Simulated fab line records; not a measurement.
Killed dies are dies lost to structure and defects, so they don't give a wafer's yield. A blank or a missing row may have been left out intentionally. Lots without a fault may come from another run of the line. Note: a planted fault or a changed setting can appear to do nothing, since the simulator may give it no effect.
What tool caused it? :: flow nand harc :: 12 lots, 36 wafers sampled, at 5 steps of a route of 1302

== WHAT THE GAUGES READ, wafer by wafer ==
NHARC_P_STI_OVL_MEAS_10.
lot: L564
measured: day 3 09:52
on: overlay-01
overlay x nm (nm): -8 -9 -8
overlay y nm (nm): 2 1 1

lot: L565
measured: day 3 15:31
on: overlay-01
overlay x nm (nm): -4 -4 -4
overlay y nm (nm): -11 -11 -11

lot: L566
measured: day 3 23:55
on: overlay-02
overlay x nm (nm): 10 10 9
overlay y nm (nm): -10 -9 -10

lot: L567
measured: day 4 13:58
on: overlay-02
overlay x nm (nm): 1 2 1
overlay y nm (nm): 0 -1 0

lot: L570
measured: day 5 20:22
on: overlay-01
overlay x nm (nm): -1 -1 0
overlay y nm (nm): -7 -7 -8

lot: L571
measured: day 6 04:10
on: overlay-01
overlay x nm (nm): 3 2 2
overlay y nm (nm): -8 -8 -8

lot: L573
measured: day 7 01:40
on: overlay-01
overlay x nm (nm): -1 0 0
overlay y nm (nm): -2 -2 -2

lot: L574
measured: day 7 10:01
on: overlay-01
overlay x nm (nm): -17 -17 -17
overlay y nm (nm): 6 6 7

lot: L576
measured: day 8 11:11
on: overlay-01
overlay x nm (nm): 0 1 0
overlay y nm (nm): 9 9 9

lot: L577
measured: day 8 11:20
on: overlay-02
overlay x nm (nm): 3 3 3
overlay y nm (nm): 3 3 2

lot: L583
measured: day 11 03:20
on: overlay-01
overlay x nm (nm): -2 -3 -2
overlay y nm (nm): 7 7 8

lot: L584
measured: day 11 14:11
on: overlay-02
overlay x nm (nm): -7 -7 -8
overlay y nm (nm): 1 0 0

NHARC_P_STI_OCD_MEAS_17.
lot: L564
measured: day 3 10:34
on: ocd-01
trench depth nm (nm): 290 292 301
trench foot cd nm (nm): 160.4 159.8 160.0

lot: L565
measured: day 3 16:13
on: ocd-01
trench depth nm (nm): 298 301 297
trench foot cd nm (nm): 160.4 160.6 156.3

lot: L566
measured: day 4 00:38
on: ocd-02
trench depth nm (nm): 305 294 294
trench foot cd nm (nm): 157.4 159.8 156.8

lot: L567
measured: day 4 14:44
on: ocd-01
trench depth nm (nm): 299 291 297
trench foot cd nm (nm): 159.5 158.6 155.5

lot: L570
measured: day 5 21:04
on: ocd-02
trench depth nm (nm): 306 292 308
trench foot cd nm (nm): 155.6 158.8 157.8

lot: L571
measured: day 6 04:53
on: ocd-01
trench depth nm (nm): 299 301 302
trench foot cd nm (nm): 156.5 158.2 152.9

lot: L573
measured: day 7 02:22
on: ocd-01
trench depth nm (nm): 299 304 297
trench foot cd nm (nm): 150.8 154.1 151.9

lot: L574
measured: day 7 10:43
on: ocd-02
trench depth nm (nm): 303 301 303
trench foot cd nm (nm): 160.0 156.6 160.5

lot: L576
measured: day 8 11:52
on: ocd-02
trench depth nm (nm): 299 297 294
trench foot cd nm (nm): 159.5 155.3 159.3

lot: L577
measured: day 8 12:03
on: ocd-02
trench depth nm (nm): 300 303 301
trench foot cd nm (nm): 159.8 161.2 157.4

lot: L583
measured: day 11 04:03
on: ocd-02
trench depth nm (nm): 303 297 308
trench foot cd nm (nm): 155.9 162.4 159.8

lot: L584
measured: day 11 14:53
on: ocd-01
trench depth nm (nm): 298 303 296
trench foot cd nm (nm): 161.2 154.5 158.0

NHARC_END_SORT_01.
lot: L566
measured: day 25 07:28
on: prober-02
killed at array: 45 40 35
killed at other: 0 0 1
killed at periphery: 6 5 5
killed dies: 51 45 41
killed open: 4 5 4
killed short: 2 6 1

lot: L571
measured: day 28 01:08
on: prober-02
killed at array: 94 93 104
killed at other: 0 0 0
killed at periphery: 3 2 5
killed dies: 97 95 109
killed open: 4 2 5
killed short: 2 1 3

lot: L573
measured: day 28 11:56
on: prober-01
killed at array: 76 61 56
killed at other: 0 0 0
killed at periphery: 3 1 2
killed dies: 79 62 58
killed open: 2 0 3
killed short: 0 5 0

lot: L574
measured: day 29 09:19
on: prober-01
killed at array: 48 51 48
killed at other: 0 1 0
killed at periphery: 6 8 3
killed dies: 54 60 51
killed open: 1 5 0
killed short: 1 0 3

lot: L577
measured: day 30 14:42
on: prober-02
killed at array: 21 24 23
killed at other: 0 1 0
killed at periphery: 6 6 4
killed dies: 27 31 27
killed open: 3 6 4
killed short: 2 2 1

lot: L584
measured: day 33 12:05
on: prober-02
killed at array: 50 61 60
killed at other: 1 0 2
killed at periphery: 4 2 1
killed dies: 55 63 63
killed open: 2 4 1
killed short: 1 3 3

== EACH LOT AND THE TOOL THAT RAN IT (in order: tool; ch and the chambers of the sampled wafers; start) ==
lot: L564
NHARC_P_ZERO_WELL_DESCUM_39: rie diel-12 ch 0,1,2, day 2 11:16
NHARC_P_STI_EXPOSE_06: krf scanner-02 ch 0, day 3 09:38

lot: L565
NHARC_P_ZERO_WELL_DESCUM_39: rie diel-09 ch 2,3, day 2 20:16
NHARC_P_STI_EXPOSE_06: krf scanner-02 ch 0, day 3 15:17

lot: L566
NHARC_P_ZERO_WELL_DESCUM_39: rie diel-12 ch 1,2, day 3 06:14
NHARC_P_STI_EXPOSE_06: krf scanner-02 ch 0, day 3 23:41

lot: L567
NHARC_P_ZERO_WELL_DESCUM_39: rie diel-12 ch 2,3, day 3 16:26
NHARC_P_STI_EXPOSE_06: krf scanner-03 ch 0, day 4 13:45

lot: L570
NHARC_P_ZERO_WELL_DESCUM_39: rie diel-02 ch 0,1,3, day 5 02:23
NHARC_P_STI_EXPOSE_06: krf scanner-04 ch 0, day 5 20:08

lot: L571
NHARC_P_ZERO_WELL_DESCUM_39: rie diel-02 ch 0,1,3, day 5 08:25
NHARC_P_STI_EXPOSE_06: krf scanner-04 ch 0, day 6 03:56

lot: L573
NHARC_P_ZERO_WELL_DESCUM_39: rie diel-09 ch 1,2,3, day 6 04:38
NHARC_P_STI_EXPOSE_06: krf scanner-02 ch 0, day 7 01:26

lot: L574
NHARC_P_ZERO_WELL_DESCUM_39: rie diel-09 ch 0,2,3, day 6 14:17
NHARC_P_STI_EXPOSE_06: krf scanner-04 ch 0, day 7 09:46

lot: L576
NHARC_P_ZERO_WELL_DESCUM_39: rie diel-12 ch 0,1,2, day 7 11:11
NHARC_P_STI_EXPOSE_06: krf scanner-04 ch 0, day 8 10:56

lot: L577
NHARC_P_ZERO_WELL_DESCUM_39: rie diel-09 ch 0,3, day 7 20:14
NHARC_P_STI_EXPOSE_06: krf scanner-02 ch 0, day 8 11:07

lot: L583
NHARC_P_ZERO_WELL_DESCUM_39: rie diel-12 ch 0,1,2, day 10 08:31
NHARC_P_STI_EXPOSE_06: krf scanner-03 ch 0, day 11 03:07

lot: L584
NHARC_P_ZERO_WELL_DESCUM_39: rie diel-02 ch 0,1,2, day 10 20:05
NHARC_P_STI_EXPOSE_06: krf scanner-02 ch 0, day 11 13:57
- NHARC_P_ZERO_WELL_DESCUM_39: chemistry O2, time 3 s.
- NHARC_P_STI_EXPOSE_06: exposes mask P STI, target cd 200 nm.

== AS READ BY THE TOOLS THEMSELVES (means over the sampled wafers that have a number; for cases with no such wafer, the mark the record gives instead) ==
NHARC_P_ZERO_WELL_DESCUM_39.
lot: L564
tool: rie diel-12
drypump motor current A (A): 5.74
oes product au (a.u.): 1.009
rf vpp V (V): 57.7
showerhead plenum p Torr (Torr): 1.98
throttle valve pct (%): 11.318

lot: L565
tool: rie diel-09
drypump motor current A (A): 6.02
oes product au (a.u.): 0.982
rf vpp V (V): 57.7
showerhead plenum p Torr (Torr): 1.84
throttle valve pct (%): 11.300

lot: L566
tool: rie diel-12
drypump motor current A (A): 5.80
oes product au (a.u.): 1.007
rf vpp V (V): 58.6
showerhead plenum p Torr (Torr): 1.99
throttle valve pct (%): 11.317

lot: L567
tool: rie diel-12
drypump motor current A (A): 5.81
oes product au (a.u.): 1.007
rf vpp V (V): 58.7
showerhead plenum p Torr (Torr): 1.87
throttle valve pct (%): 11.316

lot: L570
tool: rie diel-02
drypump motor current A (A): 5.66
oes product au (a.u.): 0.999
rf vpp V (V): 58.7
showerhead plenum p Torr (Torr): 1.98
throttle valve pct (%): 11.311

lot: L571
tool: rie diel-02
drypump motor current A (A): 5.68
oes product au (a.u.): 1.003
rf vpp V (V): 59.0
showerhead plenum p Torr (Torr): 1.98
throttle valve pct (%): 11.312

lot: L573
tool: rie diel-09
drypump motor current A (A): 6.07
oes product au (a.u.): 0.998
rf vpp V (V): 57.6
showerhead plenum p Torr (Torr): 1.87
throttle valve pct (%): 11.306

lot: L574
tool: rie diel-09
drypump motor current A (A): 6.10
oes product au (a.u.): 0.995
rf vpp V (V): 57.8
showerhead plenum p Torr (Torr): 1.91
throttle valve pct (%): 11.314

lot: L576
tool: rie diel-12
drypump motor current A (A): 5.72
oes product au (a.u.): 1.006
rf vpp V (V): 57.5
showerhead plenum p Torr (Torr): 1.98
throttle valve pct (%): 11.315

lot: L577
tool: rie diel-09
drypump motor current A (A): 5.93
oes product au (a.u.): 0.994
rf vpp V (V): 58.1
showerhead plenum p Torr (Torr): 2.03
throttle valve pct (%): 11.309

lot: L583
tool: rie diel-12
drypump motor current A (A): 5.73
oes product au (a.u.): 1.006
rf vpp V (V): 57.1
showerhead plenum p Torr (Torr): 1.97
throttle valve pct (%): 11.314

lot: L584
tool: rie diel-02
drypump motor current A (A): 5.85
oes product au (a.u.): 0.991
rf vpp V (V): 57.5
showerhead plenum p Torr (Torr): 1.92
throttle valve pct (%): 11.307

NHARC_P_STI_EXPOSE_06.
lot: L564
tool: krf scanner-02
exposure dose mJ cm2: 37.64
stage vel mm s (mm/s): 500.11

lot: L565
tool: krf scanner-02
exposure dose mJ cm2: 37.64
stage vel mm s (mm/s): 500.18

lot: L566
tool: krf scanner-02
exposure dose mJ cm2: 37.68
stage vel mm s (mm/s): 499.90

lot: L567
tool: krf scanner-03
exposure dose mJ cm2: 37.65
stage vel mm s (mm/s): 499.94

lot: L570
tool: krf scanner-04
exposure dose mJ cm2: 37.71
stage vel mm s (mm/s): 500.12

lot: L571
tool: krf scanner-04
exposure dose mJ cm2: 37.68
stage vel mm s (mm/s): 500.16

lot: L573
tool: krf scanner-02
exposure dose mJ cm2: 37.71
stage vel mm s (mm/s): 499.67

lot: L574
tool: krf scanner-04
exposure dose mJ cm2: 37.69
stage vel mm s (mm/s): 500.08

lot: L576
tool: krf scanner-04
exposure dose mJ cm2: 37.66
stage vel mm s (mm/s): 499.99

lot: L577
tool: krf scanner-02
exposure dose mJ cm2: 37.65
stage vel mm s (mm/s): 500.14

lot: L583
tool: krf scanner-03
exposure dose mJ cm2: 37.57
stage vel mm s (mm/s): 500.01

lot: L584
tool: krf scanner-02
exposure dose mJ cm2: 37.65
stage vel mm s (mm/s): 499.81

== THE ANSWER, worked out from the rows above alone ==
Rule: usual is defined by the lots themselves. The widest of any qualifying gaps counts: lots, ordered by their means at a reading, are off when they make up no more than a third of the lots, leave a main group of 4 or more, and stand apart from it by 3 or more times the standard deviation of that group's means. The tables above print the reading to a certain number of digits; a main group whose means all agree to those digits is not used. A lot without any number at a reading at which 4 lots or more have one is off too. Where the step has rows for the other lots, those lots are counted as sound. First the gauges in route order, then the tools' own readings, where a lot's mean is used as printed above. At the first step where some lot is off, the reading lying furthest off is the one used; lots without a number count as furthest.
Off at NHARC_P_STI_OCD_MEAS_17 (trench foot cd nm): L573. Mean 158.4 nm and standard deviation 1.1 in the main group.
A tool fits if, at a process step before that reading, it ran every lot that is off, and no sound lot after the first of them. The gauges at NHARC_P_STI_OCD_MEAS_17 are tried like those tools. None of those tried fits.

== WHAT THE SIMULATOR HAD INSERTED ==
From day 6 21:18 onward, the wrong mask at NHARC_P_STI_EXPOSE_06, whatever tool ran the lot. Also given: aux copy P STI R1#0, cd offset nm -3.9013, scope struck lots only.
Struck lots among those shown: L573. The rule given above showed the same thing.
